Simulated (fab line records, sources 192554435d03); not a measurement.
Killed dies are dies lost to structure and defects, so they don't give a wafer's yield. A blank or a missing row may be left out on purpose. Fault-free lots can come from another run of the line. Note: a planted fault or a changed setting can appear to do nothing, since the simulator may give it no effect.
Comparing a struck lot with a sound one | flow n5 finfet | 15 steps out of a route of 1938
Sound: the wafers L775.2, L775.5, L775.6. The struck wafers were L782.1, L782.2, L782.6. The cause is given at the end.
Order at every step that has rows: each side's tool, ch and its chambers, its first start. Under that, the readings that differ: sound wafers | struck wafers | difference of the means | sigmas: that difference in standard deviations of wafers without a fault.
alike: readings with means less than 2 such deviations apart, plus words and numbers identical on both sides. not compared: withheld readings, readings lacking a value on some wafer, bounds such as >300 that could conceal the same value, and numbers that have no deviation in the record and whose values overlap.
A row with sigmas, a row that says differs or no value, or rows on one side alone: a step with any of these is where the two part. Non-overlapping numbers with no deviation appear without sigmas and do not part them. Lack of a reading on every wafer of one side parts them only where that side has two or more wafers.

first, 1 step without rows for these wafers: N5_BEOL_M10_DEVELOP_27 (develop time 30 s).
N5_BEOL_M10_CD_MEAS_28: the cd target is 70 nm.
  sound on cd sem-03 ch 0, day 13 04:19; struck on cd sem-01 ch 0, day 14 19:10
  alike: cd nm
N5_BEOL_M10_OVL_MEAS_29:
  sound on overlay-01 ch 0, day 13 04:21; struck on overlay-01 ch 0, day 14 19:11
  alike: V9_OVL
N5_BEOL_M10_INSPECT_30: inspects for defects (brightfield).
  sound: defect inspect-02 at day 13 04:22; struck: defect inspect-01 at day 14 19:13
  alike: raw defect count
N5_BEOL_M10_DESCUM_33: chemistry O2, time 7.9 s.
  sound on rie diel-02 ch 2,3, day 13 04:27; struck on rie diel-02 ch 1,2,3, day 14 19:52
  alike: drypump motor current A, oes product au, rf vpp V, showerhead plenum p Torr, throttle valve pct
  not compared: rf hours counter h
then, 3 steps without rows for these wafers: N5_BEOL_M10_ETCH_65 (etches SiARC in CF4, target depth 39 nm, time 65 s); N5_BEOL_M10_ETCH_66 (etches SOC in N2/H2, target depth 120 nm, overetch 24 nm, time 180 s); N5_BEOL_M10_STRIP_69 (strips in N2/H2).
N5_BEOL_M10_VIA_ETCH_34: etches SiCOH lowk in C4F6/O2, target depth 184.5 nm, time 69.2 s.
  sound on rie diel-02 ch 2,3, day 13 04:40; struck on rie diel-02 ch 1,2,3, day 14 20:05
  alike: O2_flow_sccm, drypump motor current A, oes product au, rf fwd power W, rf vpp V, showerhead plenum p Torr, throttle valve pct
  not compared: rf hours counter h
then, 1 step without rows for these wafers: N5_BEOL_M10_STRIP_73 (strips in C4F6/O2).
N5_BEOL_M10_STRIP_36: strips in N2/H2.
  sound on rie diel-02 ch 2,3, day 13 04:43; struck on rie diel-02 ch 1,2,3, day 14 20:08
  alike: drypump motor current A, n2 flow sccm, oes product au, rf vpp V, showerhead plenum p Torr, throttle valve pct
  not compared: rf hours counter h
N5_BEOL_M10_TRENCH_ETCH_37: etches SiCOH lowk in C4F6/O2, target depth 148.83 nm, time 48 s.
  sound on rie diel-02 ch 2,3; struck on rie diel-02 ch 1,2,3
  alike: O2_flow_sccm, drypump motor current A, oes product au, rf fwd power W, rf vpp V, showerhead plenum p Torr, throttle valve pct
  not compared: rf hours counter h
N5_BEOL_M10_ETCH_41: etches SiCN in CH3F/O2, target depth 42.6 nm, time 86 s.
  sound on rie diel-02 ch 2,3, day 13 04:48; struck on rie diel-02 ch 1,2,3, day 14 20:13
  reading                  | sound             | struck            | difference | sigmas
  rf fwd power W (W)       | 393.3 393.0 392.7 | 298.6 298.9 296.4 | -95.0      | -68
  rf vpp V (V)             | 297.4 299.8 295.9 | 327.5 325.2 323.6 | +27.7      | +21
  model.etch.depth nm (nm) | 32.01 32.2 32.68  | 28.41 28.13 29.36 | -3.66      |
  alike: O2_flow_sccm, drypump motor current A, oes product au, showerhead plenum p Torr, throttle valve pct
  not compared: rf hours counter h
N5_BEOL_M10_STRIP_77: strips in N2/H2, time 10 s.
  sound on rie diel-02 ch 2,3; struck on rie diel-02 ch 1,2,3
  alike: drypump motor current A, n2 flow sccm, oes product au, rf vpp V, showerhead plenum p Torr, throttle valve pct
  not compared: rf hours counter h
-- a jump in the record: the struck wafers' starts before and after are 2 days apart (it breaks off in module BEOL_M10 and resumes in module PASSIVATION, where the first step shown is number 1936 of the route) --
N5_PASSIVATION_PROBE_49:
  rows exist in the record for the struck wafers here (prober-02, day 16 21:29), but not for the sound ones

== WHERE THEY PART ==
At N5_BEOL_M10_ETCH_41 first; at N5_PASSIVATION_PROBE_49 last (within this record only).

WHY: what the simulator had put in
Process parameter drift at N5_BEOL_M10_ETCH_41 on rie diel-02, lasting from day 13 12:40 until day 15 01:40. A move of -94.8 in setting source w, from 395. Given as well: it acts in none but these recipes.
